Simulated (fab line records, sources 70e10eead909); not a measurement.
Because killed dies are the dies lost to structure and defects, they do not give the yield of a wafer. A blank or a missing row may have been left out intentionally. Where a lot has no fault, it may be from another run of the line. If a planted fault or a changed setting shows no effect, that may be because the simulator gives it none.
Check of tool commonality :: flow nand_harc :: 48 wafers sampled across 14 lots

WHAT PROMPTED THE OPENING
On 2 of the 14 lots, a flag is raised at NHARC_A_ONON_D2_THK_MEAS_11 on the reading thk_nm. No-fault wafers: 1000 nm, standard deviation 10.
Rule: flag the lot when none of its wafers has a number, or when each of its wafers that has one lies beyond 4 standard deviations from that mean. As for the other lots, they are considered sound.

lot: L407
measured: day 13 07:58
on: film_metro-02
thk_nm (nm), wafer by wafer: 986 985 988
flag: 

lot: L410
measured: day 14 15:42
on: film_metro-02
thk_nm (nm), wafer by wafer: 1069 1066 1069 1067 1068 1069
flag: FLAGGED

lot: L406
measured: day 15 11:19
on: film_metro-01
thk_nm (nm), wafer by wafer: 1005 1006 1005
flag: 

lot: L411
measured: day 15 16:32
on: film_metro-01
thk_nm (nm), wafer by wafer: 1086 1086 1085 1087 1087 1087
flag: FLAGGED

lot: L417
measured: day 17 11:14
on: film_metro-02
thk_nm (nm), wafer by wafer: 1001 998 1001
flag: 

lot: L418
measured: day 18 11:47
on: film_metro-02
thk_nm (nm), wafer by wafer: 1003 1002 1002
flag: 

lot: L420
measured: day 18 18:20
on: film_metro-02
thk_nm (nm), wafer by wafer: 988 988 989
flag: 

lot: L419
measured: day 18 18:29
on: film_metro-02
thk_nm (nm), wafer by wafer: 988 988 991
flag: 

lot: L422
measured: day 19 12:36
on: film_metro-02
thk_nm (nm), wafer by wafer: 1013 1013 1013
flag: 

lot: L423
measured: day 19 15:14
on: film_metro-02
thk_nm (nm), wafer by wafer: 1012 1011 1012
flag: 

lot: L425
measured: day 21 03:40
on: film_metro-02
thk_nm (nm), wafer by wafer: 1006 1006 1007
flag: 

lot: L426
measured: day 21 05:43
on: film_metro-02
thk_nm (nm), wafer by wafer: 997 997 997
flag: 

lot: L427
measured: day 21 05:43
on: film_metro-02
thk_nm (nm), wafer by wafer: 986 986 985
flag: 

lot: L428
measured: day 21 19:17
on: film_metro-02
thk_nm (nm), wafer by wafer: 1001 1002 1001
flag: 
The mean of the flagged lots' numbers is 1077 nm, +77 nm from the usual (+8 standard deviations).

LOT BY LOT: THE TOOL USED
Before the reading, the record contains 4 process steps out of a 1302-step route. In each cell: the tool, then ch and the chambers that the sampled wafers went through, then the start.
lot: L407
flag: 
NHARC_A_CHANNEL_FILL_D1_ALD_15: ald_sin_batch-02 ch 0, day 10 21:45 or earlier
NHARC_A_CHANNEL_FILL_D1_ETCHBACK_20: rie_diel-07 ch 0,2,3, day 10 21:45
NHARC_A_CHANNEL_FILL_D1_ALD_25: ald_hk-04 ch 0,1,2, day 11 10:55
NHARC_A_ONON_D2_DEP_09: pecvd_onon-01 ch 0, day 13 07:27

lot: L410
flag: FLAGGED
NHARC_A_CHANNEL_FILL_D1_ALD_15: ald_sin_batch-03 ch 0, day 12 00:02 or earlier
NHARC_A_CHANNEL_FILL_D1_ETCHBACK_20: rie_diel-01 ch 0,1, day 12 00:02
NHARC_A_CHANNEL_FILL_D1_ALD_25: ald_hk-02 ch 0,3, day 12 14:23
NHARC_A_ONON_D2_DEP_09: pecvd_onon-04 ch 0, day 14 15:18

lot: L406
flag: 
NHARC_A_CHANNEL_FILL_D1_ALD_15: ald_sin_batch-03 ch 0, day 12 11:37 or earlier
NHARC_A_CHANNEL_FILL_D1_ETCHBACK_20: rie_diel-01 ch 0,2,3, day 12 11:37
NHARC_A_CHANNEL_FILL_D1_ALD_25: ald_hk-02 ch 1,2,3, day 12 23:34
NHARC_A_ONON_D2_DEP_09: pecvd_onon-01 ch 0, day 15 10:48

lot: L411
flag: FLAGGED
NHARC_A_CHANNEL_FILL_D1_ALD_15: ald_sin_batch-01 ch 0, day 12 16:06 or earlier
NHARC_A_CHANNEL_FILL_D1_ETCHBACK_20: rie_diel-01 ch 0,1, day 12 16:06
NHARC_A_CHANNEL_FILL_D1_ALD_25: ald_hk-02 ch 0,1,2, day 13 06:14
NHARC_A_ONON_D2_DEP_09: pecvd_onon-04 ch 0, day 15 16:02

lot: L417
flag: 
NHARC_A_CHANNEL_FILL_D1_ALD_15: ald_sin_batch-02 ch 0, day 14 08:56
NHARC_A_CHANNEL_FILL_D1_ETCHBACK_20: rie_diel-07 ch 0,1,2, day 14 23:12
NHARC_A_CHANNEL_FILL_D1_ALD_25: ald_hk-02 ch 1,2,3, day 15 11:07
NHARC_A_ONON_D2_DEP_09: pecvd_onon-02 ch 0, day 17 10:43

lot: L418
flag: 
NHARC_A_CHANNEL_FILL_D1_ALD_15: ald_sin_batch-03 ch 0, day 15 19:18 or earlier
NHARC_A_CHANNEL_FILL_D1_ETCHBACK_20: rie_diel-01 ch 0,1,3, day 15 19:18
NHARC_A_CHANNEL_FILL_D1_ALD_25: ald_hk-02 ch 1,2,3, day 16 09:25
NHARC_A_ONON_D2_DEP_09: pecvd_onon-04 ch 0, day 18 11:16

lot: L420
flag: 
NHARC_A_CHANNEL_FILL_D1_ALD_15: ald_sin_batch-03 ch 0, day 15 17:37
NHARC_A_CHANNEL_FILL_D1_ETCHBACK_20: rie_diel-07 ch 0,3, day 16 08:18
NHARC_A_CHANNEL_FILL_D1_ALD_25: ald_hk-02 ch 1,2,3, day 16 20:20
NHARC_A_ONON_D2_DEP_09: pecvd_onon-04 ch 0, day 18 17:50

lot: L419
flag: 
NHARC_A_CHANNEL_FILL_D1_ALD_15: ald_sin_batch-03 ch 0, day 16 03:11 or earlier
NHARC_A_CHANNEL_FILL_D1_ETCHBACK_20: rie_diel-01 ch 1,2,3, day 16 03:11
NHARC_A_CHANNEL_FILL_D1_ALD_25: ald_hk-01 ch 0,1, day 16 16:02
NHARC_A_ONON_D2_DEP_09: pecvd_onon-01 ch 0, day 18 17:59

lot: L422
flag: 
NHARC_A_CHANNEL_FILL_D1_ALD_15: ald_sin_batch-01 ch 0, day 16 21:34 or earlier
NHARC_A_CHANNEL_FILL_D1_ETCHBACK_20: rie_diel-04 ch 2,3, day 16 21:34
NHARC_A_CHANNEL_FILL_D1_ALD_25: ald_hk-02 ch 0,2,3, day 17 10:33
NHARC_A_ONON_D2_DEP_09: pecvd_onon-04 ch 0, day 19 12:09

lot: L423
flag: 
NHARC_A_CHANNEL_FILL_D1_ALD_15: ald_sin_batch-02 ch 0, day 17 01:56 or earlier
NHARC_A_CHANNEL_FILL_D1_ETCHBACK_20: rie_diel-07 ch 0,1,2, day 17 01:56
NHARC_A_CHANNEL_FILL_D1_ALD_25: ald_hk-01 ch 0,1,3, day 17 14:06
NHARC_A_ONON_D2_DEP_09: pecvd_onon-02 ch 0, day 19 14:47

lot: L425
flag: 
NHARC_A_CHANNEL_FILL_D1_ALD_15: ald_sin_batch-01 ch 0, day 18 13:07 or earlier
NHARC_A_CHANNEL_FILL_D1_ETCHBACK_20: rie_diel-07 ch 0,2, day 18 13:07
NHARC_A_CHANNEL_FILL_D1_ALD_25: ald_hk-01 ch 1,2, day 19 01:47
NHARC_A_ONON_D2_DEP_09: pecvd_onon-04 ch 0, day 21 03:09

lot: L426
flag: 
NHARC_A_CHANNEL_FILL_D1_ALD_15: ald_sin_batch-02 ch 0, day 18 20:38 or earlier
NHARC_A_CHANNEL_FILL_D1_ETCHBACK_20: rie_diel-07 ch 1,2, day 18 20:38
NHARC_A_CHANNEL_FILL_D1_ALD_25: ald_hk-01 ch 0,1,2, day 19 10:20
NHARC_A_ONON_D2_DEP_09: pecvd_onon-01 ch 0, day 21 05:12

lot: L427
flag: 
NHARC_A_CHANNEL_FILL_D1_ALD_15: ald_sin_batch-02 ch 0, day 18 20:43 or earlier
NHARC_A_CHANNEL_FILL_D1_ETCHBACK_20: rie_diel-04 ch 0,2, day 18 20:43
NHARC_A_CHANNEL_FILL_D1_ALD_25: ald_hk-02 ch 0,1,3, day 19 09:05
NHARC_A_ONON_D2_DEP_09: pecvd_onon-04 ch 0, day 21 05:13

lot: L428
flag: 
NHARC_A_CHANNEL_FILL_D1_ALD_15: ald_sin_batch-03 ch 0, day 19 02:49 or earlier
NHARC_A_CHANNEL_FILL_D1_ETCHBACK_20: rie_diel-07 ch 0,1,2, day 19 02:49
NHARC_A_CHANNEL_FILL_D1_ALD_25: ald_hk-01 ch 0,1,2, day 19 14:35
NHARC_A_ONON_D2_DEP_09: pecvd_onon-01 ch 0, day 21 18:47
What is done by these steps:
- NHARC_A_CHANNEL_FILL_D1_ALD_15: deposits SiNx, target thk 2 nm, pulse time 60 s, ald cycles 19.
- NHARC_A_CHANNEL_FILL_D1_ETCHBACK_20: etches the open film in C4F8/O2/Ar, target depth 27 nm, time 13.5 s.
- NHARC_A_CHANNEL_FILL_D1_ALD_25: deposits SiOx, target thk 60 nm, pulse time 10 s, ald cycles 600.
- NHARC_A_ONON_D2_DEP_09: target thk 1000 nm.
- NHARC_A_ONON_D2_THK_MEAS_11: measures by ellipsometry.

FLAGGED AGAINST TOTAL, ONE TOOL AT A TIME (gauges that did the reading follow at the end)
step: NHARC_A_CHANNEL_FILL_D1_ALD_15
tool: ald_sin_batch-01
lots run: 3
flagged: 1
share of the flagged lots: some
sound lots run after its first flagged lot: 2 (L422,L425)

step: NHARC_A_CHANNEL_FILL_D1_ALD_15
tool: ald_sin_batch-02
lots run: 5
flagged: 0
share of the flagged lots: none
sound lots run after its first flagged lot: -

step: NHARC_A_CHANNEL_FILL_D1_ALD_15
tool: ald_sin_batch-03
lots run: 6
flagged: 1
share of the flagged lots: some
sound lots run after its first flagged lot: 5 (L406,L418,L419,L420,L428)

step: NHARC_A_CHANNEL_FILL_D1_ETCHBACK_20
tool: rie_diel-01
lots run: 5
flagged: 2
share of the flagged lots: all
sound lots run after its first flagged lot: 3 (L406,L418,L419)

step: NHARC_A_CHANNEL_FILL_D1_ETCHBACK_20
tool: rie_diel-04
lots run: 2
flagged: 0
share of the flagged lots: none
sound lots run after its first flagged lot: -

step: NHARC_A_CHANNEL_FILL_D1_ETCHBACK_20
tool: rie_diel-07
lots run: 7
flagged: 0
share of the flagged lots: none
sound lots run after its first flagged lot: -

step: NHARC_A_CHANNEL_FILL_D1_ALD_25
tool: ald_hk-01
lots run: 5
flagged: 0
share of the flagged lots: none
sound lots run after its first flagged lot: -

step: NHARC_A_CHANNEL_FILL_D1_ALD_25
tool: ald_hk-02
lots run: 8
flagged: 2
share of the flagged lots: all
sound lots run after its first flagged lot: 6 (L406,L417,L418,L420,L422,L427)

step: NHARC_A_CHANNEL_FILL_D1_ALD_25
tool: ald_hk-04
lots run: 1
flagged: 0
share of the flagged lots: none
sound lots run after its first flagged lot: -

step: NHARC_A_ONON_D2_DEP_09
tool: pecvd_onon-01
lots run: 5
flagged: 0
share of the flagged lots: none
sound lots run after its first flagged lot: -

step: NHARC_A_ONON_D2_DEP_09
tool: pecvd_onon-02
lots run: 2
flagged: 0
share of the flagged lots: none
sound lots run after its first flagged lot: -

step: NHARC_A_ONON_D2_DEP_09
tool: pecvd_onon-04
lots run: 7
flagged: 2
share of the flagged lots: all
sound lots run after its first flagged lot: 5 (L418,L420,L422,L425,L427)

step: NHARC_A_ONON_D2_THK_MEAS_11
tool: film_metro-01
lots run: 2
flagged: 1
share of the flagged lots: some
sound lots run after its first flagged lot: 0

step: NHARC_A_ONON_D2_THK_MEAS_11
tool: film_metro-02
lots run: 12
flagged: 1
share of the flagged lots: some
sound lots run after its first flagged lot: 10 (L417,L418,L420,L419,L422,L423,L425,L426,L427,L428)
NHARC_A_CHANNEL_FILL_D1_ALD_15 gives no start for some lots, so the hours and the order of its lots are those of NHARC_A_CHANNEL_FILL_D1_ETCHBACK_20.

WHAT THE TABLE ALLOWS
In the table, 3 rows ran each flagged lot (rie_diel-01 at NHARC_A_CHANNEL_FILL_D1_ETCHBACK_20; ald_hk-02 at NHARC_A_CHANNEL_FILL_D1_ALD_25; pecvd_onon-04 at NHARC_A_ONON_D2_DEP_09).
- rie_diel-01 at NHARC_A_CHANNEL_FILL_D1_ETCHBACK_20 ran 5 lots, 2 of them flagged. Sound lots ran on it after the first flagged one (L406, L418, L419), which a lasting fault on the whole tool wouldn't allow.
- ald_hk-02 at NHARC_A_CHANNEL_FILL_D1_ALD_25 ran 8 lots, 2 of them flagged. Sound lots ran on it after the first flagged one (L406, L417, L418, L420, L422, L427), which a lasting fault on the whole tool wouldn't allow.
- pecvd_onon-04 at NHARC_A_ONON_D2_DEP_09 ran 7 lots, 2 of them flagged. Sound lots ran on it after the first flagged one (L418, L420, L422, L425, L427), which a lasting fault on the whole tool wouldn't allow.
There is no row in the table that ran each flagged lot and no sound lot after the first.

WHAT THE SIMULATOR HAD INSERTED
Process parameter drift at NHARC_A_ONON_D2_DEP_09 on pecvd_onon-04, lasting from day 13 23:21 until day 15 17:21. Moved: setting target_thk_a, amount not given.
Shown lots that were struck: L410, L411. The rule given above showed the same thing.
